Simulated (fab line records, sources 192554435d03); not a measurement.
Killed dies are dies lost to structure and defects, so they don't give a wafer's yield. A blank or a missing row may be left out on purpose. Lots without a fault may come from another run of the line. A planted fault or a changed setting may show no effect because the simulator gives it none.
Chamber matching | flow n5_finfet | N5_BEOL_M9_CURE_71 on uv_cure-03: 3 sister chambers
The step cures SiCOH lowk, time 240 s. 20 wafers are shown with their chamber, then 10 later ones without.

WAFERS WITH THEIR CHAMBER
wafer  | chamber | wafer_temp_C_max | lamp_power_pct (%)
L074.1 | 1       | 387.0            | 52.38
L074.4 | 1       | 386.4            | 52.39
L074.6 | 1       | 386.4            | 52.33
L076.1 | 2       | 387.3            | 52.19
L076.3 | 2       | 387.5            | 52.29
L076.6 | 2       | 387.6            | 52.29
L077.2 | 1       | 386.9            | 52.28
L077.4 | 1       | 387.0            | 52.37
L077.6 | 1       | 386.9            | 52.31
L083.1 | 1       | 386.5            | 52.32
L083.5 | 1       | 387.3            | 52.37
L083.6 | 1       | 387.0            | 52.33
L087.2 | 2       | 388.2            | 52.32
L087.5 | 2       | 387.2            | 52.34
L087.6 | 2       | 387.7            | 52.32
L089.1 | 2       | 387.2            | 52.34
L089.4 | 2       | 387.3            | 52.38
L089.6 | 2       | 387.2            | 52.32
L091.2 | 0       | 386.8            | 52.40
L091.3 | 0       | 386.5            | 52.42

SIGNATURES (means of the wafers above)
reading          | chamber 0 | chamber 1 | chamber 2 | scatter within a chamber
wafer_temp_C_max | 386.650   | 386.822   | 387.467   | 0.318
lamp_power_pct   | 52.4100   | 52.3422   | 52.3100   | 0.0443
Rule: a wafer's distance from a chamber is the root of the sum, over the readings, of the square of ((its reading less the chamber's mean) divided by the reading's scatter). The wafer belongs to the nearest chamber; if the next one is less than 2 further off, it can't be placed. The scatter: the root of (the sum of the squares of (reading less its chamber's mean) over the shown wafers, divided by (wafers less chambers)).

WAFERS WITHOUT THEIR CHAMBER
wafer  | wafer_temp_C_max | lamp_power_pct (%)
L091.5 | 386.3            | 52.29
L092.1 | 386.7            | 52.46
L092.2 | 386.3            | 52.21
L092.5 | 386.4            | 52.30
L095.2 | 386.7            | 52.39
L095.5 | 386.9            | 52.30
L095.6 | 387.4            | 52.17
L097.2 | 386.1            | 52.32
L097.3 | 386.5            | 52.28
L097.6 | 386.3            | 52.29

WHICH CHAMBER EACH WENT THROUGH
wafer  | from the rows above          | in truth
L091.5 | can't be placed: 1 or 0 or 2 | 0
L092.1 | can't be placed: 0 or 1      | 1
L092.2 | can't be placed: 1 or 2 or 0 | 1
L092.5 | can't be placed: 1 or 0 or 2 | 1
L095.2 | can't be placed: 0 or 1      | 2
L095.5 | can't be placed: 1 or 2 or 0 | 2
L095.6 | can't be placed: 2 or 1      | 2
L097.2 | can't be placed: 1 or 0 or 2 | 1
L097.3 | can't be placed: 1 or 0 or 2 | 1
L097.6 | can't be placed: 1 or 0 or 2 | 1
Placed correctly: 0 of 10. Can't be placed from these rows: 10 (the true chamber is among the candidates in 9). Placed wrongly: 0.
